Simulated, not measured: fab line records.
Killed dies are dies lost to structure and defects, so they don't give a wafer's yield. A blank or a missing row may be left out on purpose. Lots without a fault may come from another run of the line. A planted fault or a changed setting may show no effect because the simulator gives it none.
fab line records + flow nand_harc
[record]
- lots = 5
- wafers = 15
- last_day = 33
route steps=1302 shown A_BONDPAD@1219 HYBRID_BOND@1237 END@1302
lots that met no fault: from a run of the same line without faults
start_h: start of the lot's first displayed wafer, in hours after the record's first day + wait_h: time in hours since the lot's previous step + " as in the row above + L1.1+2: a single row standing in for several wafers + - no value, or no start given + * or withheld: withheld + < > ~ a bound
route shown NAME@n: NAME is a module with steps in the file, n the number in the route of the first one + usual: mean/standard deviation of fault-free wafers + same: alike in all rows + chamber/n: place in a boat + sites: readings site by site + _std_site: how widely they spread, as a standard deviation + _edge_site: mean of outer sites minus mean of inner sites + radius_mm: for every site, how far away it sits from the centre of the wafer + mask NAME#n: copy n + behind: the tool/chamber that last shaped the wafer + hold: what put the lot on hold/how long, in hours/how the hold closed + device: transistor that didn't switch, given as n, p or np + end of line: the tests these same wafers got at the end of their route + for a step that has no rows: nothing shown but its recipe + killed: not the wafer's yield, but the dies lost to structure and defects at the first sort + map: shows each die of a wafer: x if killed, . if not, _ if none is there
set.NAME: the setting as run; set.NAME@STEP: as run at that earlier step + model.NAME: the simulator's own value behind a step, which no gauge read
lots seen at some steps along the route; tables by step, rows by wafer
services: from which hour (start_h, from the record's first day; less than 0 if before it) a tool's chamber was out of use, for how many hours, and why
[[steps]]
[step NHARC_A_BONDPAD_ETCH_34]
[recipe]
- target_depth_a = 600
- overetch_a = 180
- time_s = 65.91
- ion_energy_ev = 200
- n2_flow_sccm = 150
- h2_flow_sccm = 150
- ar_flow_sccm = 0
- rf_w = 400
- bias_w = 150
- chemistry = N2/H2
[usual]
- drypump_motor_current_A = 6.0/0.36
- oes_product_au = 1.002/0.007
- rf_vpp_V = 431/3.1
- showerhead_plenum_p_Torr = 2.06/0.11
- throttle_valve_pct = 14.172/0.0097
| lot.wafer | tool        | chamber | start_h | wait_h | drypump_motor_current_A | oes_product_au | rf_hours_counter_h | rf_vpp_V | showerhead_plenum_p_Torr | throttle_valve_pct |
|-----------|-------------|---------|---------|--------|-------------------------|----------------|--------------------|----------|--------------------------|--------------------|
| L678.1    | rie_diel-04 | 3       | 557.34  | 0.1    | 5.6                     | 1.009          | 0                  | 435      | 2.15                     | 14.163             |
| L678.3    | "           | 1       | "       | "      | 5.9                     | 0.994          | 0                  | 435      | 2.21                     | 14.170             |
| L678.6    | "           | 0       | "       | "      | 6.5                     | 0.984          | -                  | 426      | 1.91                     | 14.181             |
| L682.4    | rie_diel-04 | 0       | 607.16  | 0.1    | 6.6                     | 1.007          | 2                  | 427      | 1.91                     | 14.181             |
| L682.2    | "           | 1       | "       | "      | 5.9                     | 1.001          | 2                  | 435      | 2.21                     | 14.156             |
| L682.5    | "           | 0       | "       | "      | 6.6                     | 1.005          | -                  | 427      | 1.91                     | 14.159             |
| L681.2    | rie_diel-04 | 3       | 608.58  | 0.1    | 5.6                     | 1.015          | 3                  | 435      | 2.15                     | 14.182             |
| L681.1    | "           | 1       | "       | "      | 5.9                     | 1.011          | 2                  | 436      | 2.21                     | 14.160             |
| L681.6    | "           | 3       | "       | "      | 5.6                     | 1.007          | -                  | 434      | 2.15                     | 14.170             |
| L686.3    | rie_diel-04 | 2       | 649.72  | 0.1    | 5.9                     | 1.001          | 4                  | 429      | 2.03                     | 14.168             |
| L686.1    | "           | 1       | "       | "      | 5.9                     | 1.003          | 3                  | 435      | 2.20                     | 14.178             |
| L686.6    | "           | 2       | "       | "      | 5.9                     | 1.004          | -                  | 432      | 2.03                     | 14.151             |
| L697.4    | rie_diel-10 | 3       | 750.47  | 0.1    | 5.8                     | 0.985          | 25                 | 429      | 1.97                     | 14.175             |
| L697.1    | "           | 1       | "       | "      | 5.7                     | 0.981          | 25                 | 430      | 1.99                     | 14.170             |
| L697.6    | "           | 3       | "       | "      | 5.8                     | 0.994          | -                  | 429      | 1.97                     | 14.166             |
[step NHARC_A_BONDPAD_ETCH_12]
[recipe]
- target_depth_a = 2200
- time_s = 110
- chf3_flow_sccm = 50
- o2_flow_sccm = 10
- ar_flow_sccm = 200
- rf_w = 500
- bias_w = 200
- chemistry = CHF3/O2
[step NHARC_A_BONDPAD_CD_MEAS_13]
[usual]
- cd_nm = 499.8/1.7
| lot.wafer | tool      | chamber | start_h | wait_h | cd_nm |
|-----------|-----------|---------|---------|--------|-------|
| L678.1    | cd_sem-03 | -       | 557.57  | -      | 500.5 |
| L678.3    | "         | -       | "       | "      | 501.1 |
| L678.6    | "         | -       | "       | "      | 502.7 |
| L682.2    | cd_sem-02 | -       | 607.39  | -      | 498.4 |
| L682.4    | "         | -       | "       | "      | 498.3 |
| L682.5    | "         | -       | "       | "      | 499.2 |
| L681.1    | cd_sem-01 | -       | 608.81  | -      | 500.0 |
| L681.2    | "         | -       | "       | "      | 498.3 |
| L681.6    | "         | -       | "       | "      | 495.1 |
| L686.1    | cd_sem-02 | -       | 649.95  | -      | 498.8 |
| L686.3    | "         | -       | "       | "      | 497.9 |
| L686.6    | "         | -       | "       | "      | 499.7 |
| L697.1    | cd_sem-02 | -       | 750.70  | -      | 501.3 |
| L697.4    | "         | -       | "       | "      | 499.3 |
| L697.6    | "         | -       | "       | "      | 502.1 |
[step NHARC_A_BONDPAD_STRIP_15]
[recipe]
- o2_flow_sccm = 500
- ar_flow_sccm = 0
- bias_w = 0
- chemistry = O2
[step NHARC_A_BONDPAD_ETCH_24]
[recipe]
- target_depth_a = 300
- over_etch_frac = 0.3
- time_s = 72.99
- ion_energy_ev = 150
- cf4_flow_sccm = 50
- n2_flow_sccm = 100
- ar_flow_sccm = 150
- rf_w = 300
- bias_w = 100
- chemistry = CF4/N2
[usual]
- drypump_motor_current_A = 6.0/0.31
- oes_product_au = 1.002/0.0062
- rf_vpp_V = 314.3/1.9
- showerhead_plenum_p_Torr = 2.63/0.11
- throttle_valve_pct = 19.793/0.0094
| lot.wafer | tool        | chamber | start_h | wait_h | drypump_motor_current_A | oes_product_au | rf_hours_counter_h | rf_vpp_V | showerhead_plenum_p_Torr | throttle_valve_pct |
|-----------|-------------|---------|---------|--------|-------------------------|----------------|--------------------|----------|--------------------------|--------------------|
| L678.3    | rie_diel-10 | 2       | -       | -      | 6.3                     | 1.010          | 22                 | 313.3    | 2.59                     | 19.809             |
| L678.1    | "           | 0       | "       | "      | 6.2                     | 1.006          | 19                 | 315.0    | 2.68                     | 19.788             |
| L678.6    | "           | 2       | "       | "      | 6.3                     | 0.999          | -                  | 312.3    | 2.59                     | 19.789             |
| L682.2    | rie_diel-04 | 2       | -       | -      | 5.9                     | 0.996          | 2                  | 314.0    | 2.62                     | 19.800             |
| L682.4    | "           | 0       | "       | "      | 6.6                     | 0.994          | 2                  | 311.1    | 2.48                     | 19.813             |
| L682.5    | "           | 1       | "       | "      | 5.9                     | 1.006          | -                  | 317.3    | 2.82                     | 19.790             |
| L681.2    | rie_diel-10 | 1       | -       | -      | 5.7                     | 1.005          | 1                  | 312.2    | 2.57                     | 19.804             |
| L681.1    | "           | 2       | "       | "      | 6.3                     | 1.012          | 1                  | 314.1    | 2.59                     | 19.791             |
| L681.6    | "           | 3       | "       | "      | 5.8                     | 0.997          | -                  | 311.7    | 2.55                     | 19.781             |
| L686.3    | rie_diel-13 | 3       | -       | -      | 6.6                     | 0.992          | 42                 | 313.5    | 2.48                     | 19.792             |
| L686.1    | "           | 1       | "       | "      | 6.4                     | 0.992          | 36                 | 318.5    | 2.82                     | 19.799             |
| L686.6    | "           | 2       | "       | "      | 6.0                     | 1.007          | -                  | 314.4    | 2.61                     | 19.793             |
| L697.4    | rie_diel-04 | 2       | -       | -      | 5.8                     | 0.994          | 2                  | 313.5    | 2.61                     | 19.787             |
| L697.1    | "           | 0       | "       | "      | 6.6                     | 0.999          | 2                  | 312.3    | 2.47                     | 19.781             |
| L697.6    | "           | 2       | "       | "      | 5.8                     | 0.996          | -                  | 313.2    | 2.61                     | 19.778             |
[step NHARC_A_BONDPAD_STRIP_16]
[recipe]
- time_s = 600
- temp_c = 30
- chemistry = post_etch_residue_remover
[step NHARC_A_BONDPAD_DEGAS_25]
[recipe]
- temp_c = 300
- time_s = 60
[usual]
- heater_power_w = 458/48
- susceptor_temp_C = 299.99/0.19
| lot.wafer | tool           | chamber | start_h | wait_h | heater_power_w | susceptor_temp_C |
|-----------|----------------|---------|---------|--------|----------------|------------------|
| L678.3    | pvd_sputter-01 | -       | 558.19  | -      | 469            | 299.56           |
| L678.1    | "              | -       | "       | "      | 443            | 299.98           |
| L678.6    | "              | -       | "       | "      | 408            | 299.88           |
| L682.4    | pvd_sputter-01 | -       | 608.01  | -      | 349            | 300.03           |
| L682.2    | "              | -       | "       | "      | 426            | 300.30           |
| L682.5    | "              | -       | "       | "      | 348            | 300.20           |
| L681.2    | pvd_sputter-03 | -       | 609.43  | -      | 448            | 299.79           |
| L681.1    | "              | -       | "       | "      | 505            | 300.07           |
| L681.6    | "              | -       | "       | "      | 459            | 299.77           |
| L686.1    | pvd_sputter-03 | -       | 650.58  | -      | 491            | 300.39           |
| L686.3    | "              | -       | "       | "      | 513            | 299.94           |
| L686.6    | "              | -       | "       | "      | 501            | 299.84           |
| L697.1    | pvd_sputter-01 | -       | 751.33  | -      | 415            | -                |
| L697.4    | "              | -       | "       | "      | 344            | -                |
| L697.6    | "              | -       | "       | "      | 422            | -                |
[step NHARC_A_BONDPAD_PRE_CLEAN_26]
[recipe]
- time_s = 30
- temp_c = 280
- gas = H2/He
[step NHARC_A_BONDPAD_PVD_17]
[recipe]
- target_thk_a = 50
- bias_v = 168.6
- power_w = 15000
- chamber_pressure_pa = 0.12
- time_s = 8.06
- substrate_temp_c = 50
- material = TaN
[step NHARC_A_BONDPAD_PVD_27]
[recipe]
- target_thk_a = 300
- chamber_pressure_pa = 5
- power_w = 5000
- substrate_temp_c = 30
- time_s = 20.49
- material = Cu
[step NHARC_A_BONDPAD_ECD_18]
[recipe]
- target_thk_a = 4000
- bath_temp_c = 25
- material = Cu
[step NHARC_A_BONDPAD_ANNEAL_28]
[recipe]
- temp_c = 225
- time_s = 90
[usual]
- anneal_temp_c_max = 225.8/0.41
- wafer_temp_C_max = 225.69/0.29
| lot.wafer | tool          | chamber | start_h | wait_h | anneal_temp_c_max | wafer_temp_C_max |
|-----------|---------------|---------|---------|--------|-------------------|------------------|
| L678.1    | rtp_anneal-01 | 0       | 558.92  | -      | 225.5             | 225.65           |
| L678.3    | "             | 0       | "       | "      | 225.4             | 225.50           |
| L678.6    | "             | 0       | "       | "      | 225.9             | 225.78           |
| L682.2    | rtp_anneal-01 | 0       | 608.80  | -      | 226.1             | 225.59           |
| L682.4    | "             | 0       | "       | "      | 225.5             | 225.37           |
| L682.5    | "             | 0       | "       | "      | 225.5             | 225.39           |
| L681.1    | rtp_anneal-01 | 0       | 610.17  | 0.3    | 226.1             | 225.72           |
| L681.2    | "             | 0       | "       | "      | 225.7             | 225.97           |
| L681.6    | "             | 0       | "       | "      | 225.9             | 225.84           |
| L686.1    | rtp_anneal-02 | 0       | 651.36  | -      | 226.0             | 225.66           |
| L686.3    | "             | 0       | "       | "      | 226.6             | 225.56           |
| L686.6    | "             | 0       | "       | "      | 226.3             | 225.89           |
| L697.1    | rtp_anneal-01 | 0       | 752.08  | 0.4    | 225.8             | 225.45           |
| L697.4    | "             | 0       | "       | "      | 225.6             | 225.51           |
| L697.6    | "             | 0       | "       | "      | 225.7             | 225.46           |
[step NHARC_A_BONDPAD_CMP_19]
[recipe]
- t_overpolish_s = 30
- cu_recess_touch_s = 16
- target_thk_nm = 169.82
[usual]
- motor_current_A = 12.6/0.85
- overpolish_run_s = 30.001/0.0088
| lot.wafer | tool   | chamber | start_h | wait_h | motor_current_A | overpolish_run_s |
|-----------|--------|---------|---------|--------|-----------------|------------------|
| L678.1    | cmp-04 | 2       | 559.26  | -      | 12.5            | 30.002           |
| L678.3    | "      | 1       | "       | "      | 12.2            | 30.008           |
| L678.6    | "      | 2       | "       | "      | 12.4            | 29.989           |
| L682.4    | cmp-01 | 3       | 609.22  | -      | 12.2            | 30.007           |
| L682.2    | "      | 1       | "       | "      | 13.0            | 29.991           |
| L682.5    | "      | 2       | "       | "      | 11.7            | 29.992           |
| L681.1    | cmp-01 | 1       | 610.58  | -      | 13.2            | 30.011           |
| L681.2    | "      | 2       | "       | "      | 12.6            | 30.003           |
| L681.6    | "      | 3       | "       | "      | 12.7            | 29.999           |
| L686.3    | cmp-01 | 2       | 651.73  | -      | 12.5            | 30.004           |
| L686.1    | "      | 3       | "       | "      | 11.8            | 29.989           |
| L686.6    | "      | 1       | "       | "      | 14.0            | 30.005           |
| L697.4    | cmp-01 | 1       | 752.46  | -      | 14.1            | 29.996           |
| L697.1    | "      | 3       | "       | "      | 12.8            | 30.003           |
| L697.6    | "      | 1       | "       | "      | 13.3            | 29.995           |
[step NHARC_A_BONDPAD_THK_MEAS_20]
[recipe]
- thk_meas_gauge = xrf
[usual]
- thk_nm = 169.5/1.3
| lot.wafer | tool          | chamber | start_h | wait_h | thk_nm |
|-----------|---------------|---------|---------|--------|--------|
| L678.1    | film_metro-01 | -       | 559.59  | -      | 166.2  |
| L678.3    | "             | -       | "       | "      | 169.2  |
| L678.6    | "             | -       | "       | "      | 169.7  |
| L682.2    | film_metro-02 | -       | 609.51  | -      | 169.6  |
| L682.4    | "             | -       | "       | "      | 168.5  |
| L682.5    | "             | -       | "       | "      | 168.8  |
| L681.1    | film_metro-01 | -       | 610.84  | -      | 169.2  |
| L681.2    | "             | -       | "       | "      | 170.2  |
| L681.6    | "             | -       | "       | "      | 167.6  |
| L686.1    | film_metro-01 | -       | 652.03  | -      | 169.1  |
| L686.3    | "             | -       | "       | "      | 169.0  |
| L686.6    | "             | -       | "       | "      | 171.2  |
| L697.1    | film_metro-02 | -       | 752.75  | -      | 168.5  |
| L697.4    | "             | -       | "       | "      | 170.4  |
| L697.6    | "             | -       | "       | "      | 170.4  |
[step NHARC_A_BONDPAD_SRD_21]
[recipe]
- time_s = 30
- temp_c = 23
- dry_time_s = 20
- spin_rpm = 1500
[step NHARC_A_BONDPAD_INSPECT_23]
[usual]
- raw_defect_count = 598/150
| lot.wafer | tool              | chamber | start_h | wait_h | raw_defect_count |
|-----------|-------------------|---------|---------|--------|------------------|
| L678.1    | defect_inspect-02 | -       | 559.81  | 0.0    | 612              |
| L678.3    | "                 | -       | "       | "      | 732              |
| L678.6    | "                 | -       | "       | "      | 866              |
| L682.2    | defect_inspect-01 | -       | 609.72  | 0.0    | 577              |
| L682.4    | "                 | -       | "       | "      | 746              |
| L682.5    | "                 | -       | "       | "      | 576              |
| L681.1    | defect_inspect-01 | -       | 611.04  | 0.0    | 599              |
| L681.2    | "                 | -       | "       | "      | 661              |
| L681.6    | "                 | -       | "       | "      | 690              |
| L686.1    | defect_inspect-02 | -       | 652.25  | 0.0    | 709              |
| L686.3    | "                 | -       | "       | "      | 787              |
| L686.6    | "                 | -       | "       | "      | 1202             |
| L697.1    | defect_inspect-01 | -       | 752.96  | 0.0    | 762              |
| L697.4    | "                 | -       | "       | "      | 865              |
| L697.6    | "                 | -       | "       | "      | 498              |
[step NHARC_HYBRID_BOND_ACTIVATE_00]
[recipe]
- time_s = 60
- n2_flow_sccm = 200
- ar_flow_sccm = 0
- bias_power_w = 0
- chemistry = N2
[usual]
- drypump_motor_current_A = 5.8/0.36
- oes_product_au = 0.995/0.0076
- rf_vpp_V = 64.3/0.88
- showerhead_plenum_p_Torr = 1.79/0.083
| lot.wafer | tool        | chamber | start_h | wait_h | drypump_motor_current_A | oes_product_au | rf_hours_counter_h | rf_vpp_V | showerhead_plenum_p_Torr |
|-----------|-------------|---------|---------|--------|-------------------------|----------------|--------------------|----------|--------------------------|
| L678.1    | rie_diel-11 | 2       | 559.87  | 0.1    | 6.1                     | 1.000          | 10                 | 65.1     | 1.87                     |
| L678.3    | "           | 1       | "       | "      | 5.7                     | 0.985          | 10                 | 64.2     | 1.83                     |
| L678.6    | "           | 3       | "       | "      | 5.4                     | 0.986          | -                  | 64.1     | 1.80                     |
| L682.4    | rie_diel-12 | 1       | 609.78  | 0.1    | 6.2                     | 1.004          | 58                 | 65.1     | 1.90                     |
| L682.2    | "           | 0       | "       | "      | 6.2                     | 1.001          | 52                 | 62.8     | 1.69                     |
| L682.5    | "           | 1       | "       | "      | 6.2                     | 0.984          | -                  | 65.1     | 1.90                     |
| L681.2    | rie_diel-03 | 1       | 611.11  | 0.1    | 5.2                     | 1.000          | 46                 | 63.5     | 1.89                     |
| L681.1    | "           | 3       | "       | "      | 6.2                     | 1.002          | 51                 | 65.0     | 1.73                     |
| L681.6    | "           | 2       | "       | "      | 5.0                     | 0.995          | -                  | 64.5     | 1.71                     |
| L686.1    | rie_diel-11 | 1       | 652.31  | 0.1    | 5.6                     | 0.977          | 4                  | 65.4     | 1.83                     |
| L686.3    | "           | 3       | "       | "      | 5.4                     | 0.991          | 3                  | 63.9     | 1.80                     |
| L686.6    | "           | 2       | "       | "      | 6.1                     | 0.995          | -                  | 64.3     | 1.87                     |
| L697.1    | rie_diel-03 | 0       | 753.03  | 0.1    | 6.0                     | 1.012          | 39                 | 64.2     | 1.74                     |
| L697.4    | "           | 1       | "       | "      | 5.2                     | 1.002          | 38                 | 64.9     | 1.87                     |
| L697.6    | "           | 3       | "       | "      | 6.1                     | 1.017          | -                  | 65.6     | 1.72                     |
[step NHARC_END_SORT_01]
[recipe]
- temp_c = 25
[usual]
- defect_limited_yield = 91.6/2.6
- killed_at_array = 51/17
- killed_at_other = 1.6/2.1
- killed_at_periphery = 4/3.2
- killed_dies = 57/18
- killed_open = 2.9/1.7
- killed_short = 2.3/1.3
- sort_bin_2_pct = 3.0/1.2
- sort_bin_3_pct = 0.7/0.43
- sort_bin_4_pct = 4.7/1.4
- sort_n_pass = 620/18
- sort_rim_yield_pct = 87/4.8
- sort_yield_pct = 91.6/2.6
[same]
- gross_dies = 677
- sort_bin_5_pct[%] = 0
- sort_bin_6_pct[%] = 0
- sort_bin_7_pct[%] = 0
- sort_bin_8_pct[%] = 0
- sort_rim_n_gross = 106.00
| lot.wafer | tool      | chamber | start_h | wait_h | defect_limited_yield[%] | killed_at_array | killed_at_other | killed_at_periphery | killed_dies | killed_open | killed_short | sort_bin_2_pct[%] | sort_bin_3_pct[%] | sort_bin_4_pct[%] | sort_n_pass | sort_rim_yield_pct[%] | sort_yield_pct[%] |
|-----------|-----------|---------|---------|--------|-------------------------|-----------------|-----------------|---------------------|-------------|-------------|--------------|-------------------|-------------------|-------------------|-------------|-----------------------|-------------------|
| L686.6    | prober-02 | 0       | 687.49  | 3.9    | 47.3                    | 352             | 2               | 3                   | 357         | 4           | 0            | 17.7              | 4.7               | 30.3              | 320         | 45                    | 47.3              |
// killed by level:class
L686.6 A_BONDPAD:unspecified=300 A_CHANNEL_HOLE_D1:chamber_film_flake=18 A_SLIT:chamber_film_flake=18 A_STAIRCASE:chamber_film_flake=5 A_WL_FILL:chamber_film_flake=3 A_CONTACT:chamber_film_flake=2 A_DECK1_JOINT:chamber_film_flake=2 THIN_TSV:chamber_film_flake=2
// map L686.6 (x killed, . not)
____________.____________
_________.x.x.x._________
_______x.xx...xxx._______
______..x.x..x.x...______
_____xxxx....x.xxx.x_____
____....xx.xxxx..xx.x____
____x...x..xx.xxx..xx____
___x..x..x....xxx...x.___
___xx.xx.x..x.xx.xx...___
__....x.....x.x.xx.xx.x__
__..xx...x..........x..__
_x..xxx....xx...x..x.xxx_
_xx.xx..x.xx.x.....xxxxx_
_xxx..xxx..xx..x..xx.xx._
_xxxxx.xxx..xx.x......xx_
_.x...xx..xx.x..x.x.x..._
..xxx..x.xxx..x.xx....xxx
......xxxxx.x.xx...x.xxxx
.x..x.xxxx...x.xx.xx.xxxx
..x....x.xx..xxx.xxxx.xxx
...xx...x.x..xx.xx.xxx.xx
_xxx....xx.xx.x....x..xx_
_x.x.xx.xx..x..xx.xxxxxx_
_....xxxx.x.xx..x..xxx.._
_x.....xxxxxxxxxxx..xxxx_
_xxxxxx.x..x..xx..xx..xx_
__xxx.xx..xxxx..xxx.x..__
__x....x.x.....x.x.xx..__
___.xx..xxxxxx.xxxx.xx___
___xx.x..xxxxxx.x.xxx.___
____xxx.x....xxxxxx.x____
____x..xx.....x.xxxx.____
_____x.x.x.x..xxxxxx_____
______..x.xxx.xxxxx______
_______x..x..xx.x._______
_________..xx..x_________
____________x____________
// map L682.5 (x killed, . not)
____________.____________
_________......._________
_______....x......_______
______.............______
_____..............._____
____.................____
____.................____
___......x............___
___...................___
__.....................__
__.x...................__
_...................x..._
_......................._
_......................._
_......................x_
_.....x..............x.x_
......................xxx
.....................x.x.
.....................xxxx
...........x.........x.xx
......................xxx
_..........x..........xx_
_......................x_
_......................._
_...........x..........x_
_......................._
__.....................__
__.........x...........__
___..xx...............___
___..xx...x.......x...___
____.xxxxxx.x...x....____
____..xxxxxx.........____
_____xx..x.xxx......_____
______xx..xx......x______
_______xxx.xx..x.._______
_________xxxx..._________
____________x____________
[[services]]
| tool           | chamber | start_h | hours | kind   |
|----------------|---------|---------|-------|--------|
| pvd_sputter-03 | -       | 533.59  | 10.0  | pm     |
| rie_diel-04    | 0       | 534.51  | 9.5   | repair |
| cmp-01         | -       | 534.57  | 1.1   | repair |
| rie_diel-03    | 3       | 561.84  | 2.6   | repair |
| cmp-01         | -       | 564.83  | 2.3   | repair |
| cmp-04         | -       | 573.13  | 3.6   | repair |
| pvd_sputter-01 | -       | 583.27  | 10.0  | pm     |
| cmp-01         | -       | 584.13  | 4.0   | pm     |
| rie_diel-10    | -       | 596.72  | 9.0   | pm     |
| cmp-04         | -       | 601.00  | 4.0   | pm     |
| rie_diel-11    | -       | 609.50  | 9.0   | pm     |
| rie_diel-12    | -       | 623.18  | 9.0   | pm     |
| rie_diel-10    | 1       | 624.97  | 18.9  | repair |
| rie_diel-10    | 3       | 634.00  | 16.1  | repair |
| rie_diel-03    | -       | 635.33  | 9.0   | pm     |
| cmp-01         | -       | 682.13  | 4.0   | pm     |
| rie_diel-04    | 2       | 688.30  | 27.4  | repair |
| rie_diel-04    | -       | 696.15  | 1.1   | repair |
| rie_diel-04    | -       | 708.90  | 9.0   | pm     |
| pvd_sputter-03 | -       | 711.59  | 10.0  | pm     |
| rie_diel-04    | -       | 724.52  | 0.5   | repair |
| rie_diel-10    | 2       | 725.64  | 14.7  | repair |
| rie_diel-11    | 0       | 731.73  | 21.5  | repair |
| pvd_sputter-03 | -       | 745.91  | 6.2   | repair |
[[key]]
[first_sign]
- step = NHARC_A_BONDPAD_INSPECT_23
- reading = raw_defect_count
- direction = up
- sigmas = 4.1
- usual = 598
- struck = 1202
[effect]
- step = NHARC_END_SORT_01
- reading = killed_at_array
- direction = up
- sigmas = 17
- usual = 51
- struck = 352
[more_kills_born_at]
- NHARC_A_BONDPAD_CMP_19@cmp-01 = 300
met_at NHARC_A_BONDPAD_CMP_19
struck_wafers L686.6
onset_between 610.58 651.73
[fault]
- kind = chamber_particle_source
- tool = cmp-01
- chamber = 1
- onset_h = 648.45
- steps = NHARC_A_BONDPAD_CMP_19
- rate_per_visit_cm2 = 0.66506
- end_h = 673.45
